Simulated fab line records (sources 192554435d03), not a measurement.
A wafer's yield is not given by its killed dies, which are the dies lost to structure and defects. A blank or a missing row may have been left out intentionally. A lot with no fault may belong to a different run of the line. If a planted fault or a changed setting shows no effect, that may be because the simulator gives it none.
Split-lot study | flow n5Finfet | on a route of 1938 steps: 7 lots, 39 wafers read

== ON THE SPLIT ==
At N5_GATE_CUT_DESCUM_18 (chemistry O2, time 7 s), the setting timeS was moved away from the recipe's 7 s on 6 of the 39 wafers read, by +26.5% to +58.1%. This setting was run at the recipe's value on the other wafers.

The file shows no step between the split and the reading.

== THE READING ==
CAR-EUV_of_GATE_CUT_COAT_07.thkNm (the simulator's own value, which no gauge read), in nm, at N5_GATE_CUT_ETCH_28 (etches underlayer in N2/H2, target depth 13 nm, time 10.4 s). The file gives no usual value for it. Average 14.6 nm, standard deviation 0.11 nm, over the 33 wafers here run with the recipe.

wafer  | tool, chamber at the split | timeS as run, s | against the recipe | CAR-EUV_of_GATE_CUT_COAT_07.thkNm, nm | against lot-mates on the recipe
L075.3 | rieDiel-03, 0,2            | 7               | recipe             | 14.6                                  | -
L075.4 | rieDiel-03, 0,2            | 7               | recipe             | 14.6                                  | -
L075.5 | rieDiel-03, 0              | 7               | recipe             | 14.4                                  | -
L077.1 | rieDiel-02, 2,0,0          | 11.07           | +58.1%             | 12.6                                  | -1.9
L077.2 | rieDiel-02, 1,3,1          | 7               | recipe             | 14.4                                  | -
L077.3 | rieDiel-02, 2,0,0          | 11.07           | +58.1%             | 12.4                                  | -2.1
L077.5 | rieDiel-02, 2,0,0          | 11.07           | +58.1%             | 12.4                                  | -2.1
L077.4 | rieDiel-02, 1,3,1          | 7               | recipe             | 14.6                                  | -
L077.6 | rieDiel-02, 1,3,1          | 7               | recipe             | 14.6                                  | -
L081.1 | rieDiel-01, 1,2,0,3        | 7               | recipe             | 14.6                                  | -
L081.2 | rieDiel-01, 1,2,0,3        | 7               | recipe             | 14.6                                  | -
L081.3 | rieDiel-01, 1,2,0,3        | 7               | recipe             | 14.6                                  | -
L081.4 | rieDiel-01, 1,2,0,3        | 7               | recipe             | 14.6                                  | -
L081.6 | rieDiel-01, 1,2            | 7               | recipe             | 14.6                                  | -
L081.5 | rieDiel-01, 1,2            | 7               | recipe             | 14.4                                  | -
L090.1 | rieDiel-01, 0,2            | 7               | recipe             | 14.6                                  | -
L090.3 | rieDiel-01, 0,2            | 7               | recipe             | 14.6                                  | -
L090.4 | rieDiel-01, 3,1,1,0        | 7               | recipe             | 14.6                                  | -
L090.5 | rieDiel-01, 3,1,1,0        | 7               | recipe             | 14.6                                  | -
L090.6 | rieDiel-01, 3,1,1,0        | 7               | recipe             | 14.6                                  | -
L090.2 | rieDiel-01, 3,1,1,0        | 7               | recipe             | 14.8                                  | -
L091.1 | rieDiel-02, 2,0,0          | 7               | recipe             | 14.6                                  | -
L091.2 | rieDiel-02, 2,0,0          | 7               | recipe             | 14.6                                  | -
L091.3 | rieDiel-02, 1,3,1          | 8.852           | +26.5%             | 13.4                                  | -1.1
L091.4 | rieDiel-02, 1,3,1          | 8.852           | +26.5%             | 13.6                                  | -0.9
L091.5 | rieDiel-02, 1,3,1          | 8.852           | +26.5%             | 13.6                                  | -0.9
L091.6 | rieDiel-02, 2,0,0          | 7               | recipe             | 14.4                                  | -
L092.1 | rieDiel-01, 2,3            | 7               | recipe             | 14.6                                  | -
L092.4 | rieDiel-01, 1,3,0,2        | 7               | recipe             | 14.6                                  | -
L092.6 | rieDiel-01, 1,3,0,2        | 7               | recipe             | 14.6                                  | -
L092.2 | rieDiel-01, 1,3,0,2        | 7               | recipe             | 14.4                                  | -
L092.3 | rieDiel-01, 1,3,0,2        | 7               | recipe             | 14.8                                  | -
L092.5 | rieDiel-01, 2,3            | 7               | recipe             | 14.8                                  | -
L097.1 | rieDiel-03, 2,0,1,3,3,0    | 7               | recipe             | 14.6                                  | -
L097.3 | rieDiel-03, 2,0,1,3,3,0    | 7               | recipe             | 14.6                                  | -
L097.5 | rieDiel-03, 2,0,1,3,3,0    | 7               | recipe             | 14.6                                  | -
L097.6 | rieDiel-03, 2,0,1,3,3,0    | 7               | recipe             | 14.6                                  | -
L097.2 | rieDiel-03, 2,0,1,3,3,0    | 7               | recipe             | 14.8                                  | -
L097.4 | rieDiel-03, 2,0,1,3,3,0    | 7               | recipe             | 14.8                                  | -
If several chambers appear in one row, that row covers several wafers at once and the file leaves open which wafer was in which chamber.

FIT RESULTS
A straight line over all 39 wafers: CAR-EUV_of_GATE_CUT_COAT_07.thkNm changes by -0.0372 nm for each +1% of timeS; r = -0.98; the points scatter about the line by 0.11 nm.
The same after taking each lot's own level away (the mean of its wafers on the recipe; 39 wafers): -0.0359 nm for each +1%; r = -0.99; scatter 0.1 nm.
According to that fit, moving timeS by its largest amount changes the reading by 2.1 nm.
Across the lots, their own levels run from 14.53 to 14.67 nm, a range of 1.2 times the standard deviation given above.
The two slopes are in agreement: the lot-to-lot level therefore moves the slope only a little.
Check: -2.15 nm against its lot-mates is what the line predicts for one of the wafers moved furthest among these (+58.1%) when that wafer is left out of the fit. It came out at -1.93 nm against them.

== THE OTHER SPLITS THESE WAFERS WENT THROUGH ==
These wafers also went through other splits before the reading. Each is held against what the fit with the lots' levels taken away leaves over:
other split on the same wafers      | wafers away from the commonest value | r with CAR-EUV_of_GATE_CUT_COAT_07.thkNm (lot level and that fit taken away)
N5_FIN_SAQP_PECVD_06 timeS          | 12                                   | +0.24
N5_SD_EPI_N_ETCH_45 targetDepthA    | 15                                   | -0.14
N5_HKMG_FIN_DEVELOP_11 developTimeS | 12                                   | -0.27

== THE WHOLE CHAIN: every reading that the file lists as answering this split, in the file's order ==
step                  | what it does                                                | reading                                                                            | change (the file's fit)                | r (the file's)
N5_GATE_CUT_DESCUM_18 | chemistry O2, time 7 s                                      | CAR-EUV_of_GATE_CUT_COAT_07.thkNm (the simulator's own value, which no gauge read) | -0.035 nm for each +1% of the setting  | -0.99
N5_GATE_CUT_ETCH_28   | etches underlayer in N2/H2, target depth 13 nm, time 10.4 s | CAR-EUV_of_GATE_CUT_COAT_07.thkNm (the simulator's own value, which no gauge read) | -0.0359 nm for each +1% of the setting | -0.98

== THE FILE'S OWN FIT ==
CAR-EUV_of_GATE_CUT_COAT_07.thkNm changes by -0.0359 nm for each +1% of timeS, r = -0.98.
